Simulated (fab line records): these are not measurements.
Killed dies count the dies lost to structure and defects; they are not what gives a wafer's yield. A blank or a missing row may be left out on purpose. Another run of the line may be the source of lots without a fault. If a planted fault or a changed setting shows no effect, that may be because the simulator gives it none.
Matching of chambers | flow nand harc | NHARC_A_CHANNEL_FILL_D1_ETCHBACK_20 on rie diel-09 has 4 sister chambers
The step etches the open film in C4F8/O2/Ar, target depth 27 nm, time 13.5 s. 16 wafers are shown with their chamber, then 7 later ones without.

== EACH WAFER AND ITS CHAMBER ==
wafer  | chamber | rf vpp V (V) | oes product au (a.u.)
L853.3 | 2       | 983          | 0.93
L853.4 | 0       | 984          | 0.91
L853.6 | 3       | 978          | 0.93
L857.1 | 0       | 984          | 0.98
L857.5 | 2       | 982          | 0.98
L857.6 | 1       | 969          | 0.97
L859.1 | 2       | 982          | 0.92
L859.5 | 0       | 984          | 0.93
L868.1 | 2       | 983          | 0.98
L868.3 | 1       | 969          | 0.98
L868.6 | 0       | 984          | 0.98
L870.3 | 3       | 976          | 0.99
L870.5 | 3       | 976          | 1.00
L870.6 | 2       | 982          | 1.00
L874.2 | 1       | 969          | 0.99
L874.3 | 3       | 976          | 1.00

SIGNATURES (averages over the wafers above)
reading        | chamber 0 | chamber 1 | chamber 2 | chamber 3 | scatter within a chamber
rf vpp V       | 984.00    | 969.00    | 982.40    | 976.50    | 0.592
oes product au | 0.9500    | 0.9800    | 0.9620    | 0.9800    | 0.032
Rule: a wafer lies at a distance from a chamber equal to the root of the sum of squares, over the readings, of (its reading less the chamber's mean, divided by the reading's scatter). The wafer belongs to the nearest chamber; if the next one is less than 2 further off, it can't be placed. The scatter: the root of (the sum of the squares of (reading less its chamber's mean) over the shown wafers, divided by (wafers less chambers)).

== WAFERS WITH NO CHAMBER GIVEN ==
wafer  | rf vpp V (V) | oes product au (a.u.)
L874.4 | 983          | 0.99
L875.1 | 983          | 0.96
L875.2 | 986          | 0.95
L875.3 | 977          | 0.96
L876.1 | 982          | 0.92
L876.5 | 983          | 0.93
L876.6 | 976          | 0.93

== WHICH CHAMBER EACH WENT THROUGH ==
wafer  | from the rows above     | in truth
L874.4 | can't be placed: 2 or 0 | 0
L875.1 | can't be placed: 2 or 0 | 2
L875.2 | 0                       | 0
L875.3 | 3                       | 3
L876.1 | 2                       | 2
L876.5 | can't be placed: 2 or 0 | 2
L876.6 | 3                       | 3
4 of 7 placed correctly. These rows do not allow placing 3 (true chamber among the candidates in 3). 0 placed wrongly.
